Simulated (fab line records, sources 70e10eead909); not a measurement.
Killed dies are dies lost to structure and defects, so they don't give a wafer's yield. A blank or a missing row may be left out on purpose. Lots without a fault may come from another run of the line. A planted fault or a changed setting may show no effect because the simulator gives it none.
A struck lot beside a sound one | flow nand_harc | 15 steps out of a route of 1302
Sound: wafers L627.1, L627.3, L627.6. Struck: wafers L637.2, L637.3, L637.4. The cause comes at the end.
At each step with rows: each side's tool, then ch and its chambers, then its first start. Under that, the readings that differ: sound wafers | struck wafers | difference of the means | sigmas: that difference in standard deviations of wafers without a fault.
alike: readings whose means differ by less than 2 such deviations, and words and numbers that are the same on both sides. not compared: withheld readings, readings that some wafer has no value for, bounds like >300 that may hide the same value, and numbers for which the record gives no deviation and whose values overlap.
The two part at a step that has a row with sigmas, a row that says differs or no value, or rows on one side only. Numbers that don't overlap but have no deviation are shown without sigmas and don't part them. A reading that every wafer of one side lacks parts them only if that side has two wafers or more.

first, 7 steps without rows for these wafers: NHARC_A_CONTACT_COAT_87 (time 65 s); NHARC_A_CONTACT_COAT_02 (resist thk 90 nm); NHARC_A_CONTACT_SOFTBAKE_03 (time 55 s); NHARC_A_CONTACT_EBR_04; NHARC_A_CONTACT_EXPOSE_05 (exposes mask A CC); NHARC_A_CONTACT_PEB_06 (peb time 65 s); NHARC_A_CONTACT_DEVELOP_07 (develop time 35 s).
NHARC_A_CONTACT_CD_MEAS_08: target cd 200 nm.
  sound on cd_sem-03 ch 0, day 26 16:58; struck on cd_sem-02 ch 0, day 29 22:59
  alike: cd_nm
NHARC_A_CONTACT_OVL_MEAS_09:
  sound on overlay-01, day 26 17:03; struck on overlay-01, day 29 23:04
  alike: overlay_x_nm, overlay_y_nm
NHARC_A_CONTACT_INSPECT_10:
  sound on defect_inspect-02, day 26 17:05; struck on defect_inspect-02, day 29 23:07
  alike: raw_defect_count
NHARC_A_CONTACT_DESCUM_13: chemistry O2, time 3 s.
  sound on rie_diel-12 ch 0,1, day 26 17:08; struck on rie_diel-03 ch 0,1,3, day 29 23:10
  alike: drypump_motor_current_A, oes_product_au, rf_vpp_V, showerhead_plenum_p_Torr, throttle_valve_pct
  not compared: rf_hours_counter_h
NHARC_A_CONTACT_ETCH_88: etches the open film in CF4, target depth 39 nm, time 65 s.
  sound on rie_diel-12 ch 0,2,3, day 26 17:14; struck on rie_diel-03 ch 0,1,2, day 29 23:16
  alike: bias_w, cf4_flow_sccm, drypump_motor_current_A, oes_product_au, rf_vpp_V, showerhead_plenum_p_Torr, throttle_valve_pct
  not compared: rf_hours_counter_h
NHARC_A_CONTACT_ETCH_89: etches the open film in N2/H2, target depth 260 nm, time 475.3 s.
  sound on rie_diel-12 ch 0,2,3, day 26 17:19; struck on rie_diel-03 ch 0,1,2, day 29 23:21
  no value came back on the struck wafers for any of 7 readings (bias_w (W), chamber_pressure_mTorr (mTorr) and others); on the sound wafers bias_w (W) reads 150.9 149.3 150.5
  not compared: rf_hours_counter_h
NHARC_A_CONTACT_ETCH_30: etches the open film in CF4/CHF3, target depth 72.6 nm, time 36.3 s.
  sound on rie_diel-12 ch 1,2,3; struck on rie_diel-03 ch 0,1,2
  alike: bias_w, cf4_flow_sccm, drypump_motor_current_A, oes_product_au, rf_vpp_V, showerhead_plenum_p_Torr, throttle_valve_pct
  not compared: rf_hours_counter_h
-- the record jumps here: 2 days lie between the struck wafers' starts before and after (it left off in module A_CONTACT and takes up again in module END, whose first step shown is number 1302 of the route) --
NHARC_END_SORT_01:
  the record has rows for the struck wafers here (prober-01 ch 0, day 32 03:50) and none for the sound ones

WHERE THEY PART
First at NHARC_A_CONTACT_ETCH_89; last, within this record, at NHARC_END_SORT_01.

WHY: what the simulator had put in
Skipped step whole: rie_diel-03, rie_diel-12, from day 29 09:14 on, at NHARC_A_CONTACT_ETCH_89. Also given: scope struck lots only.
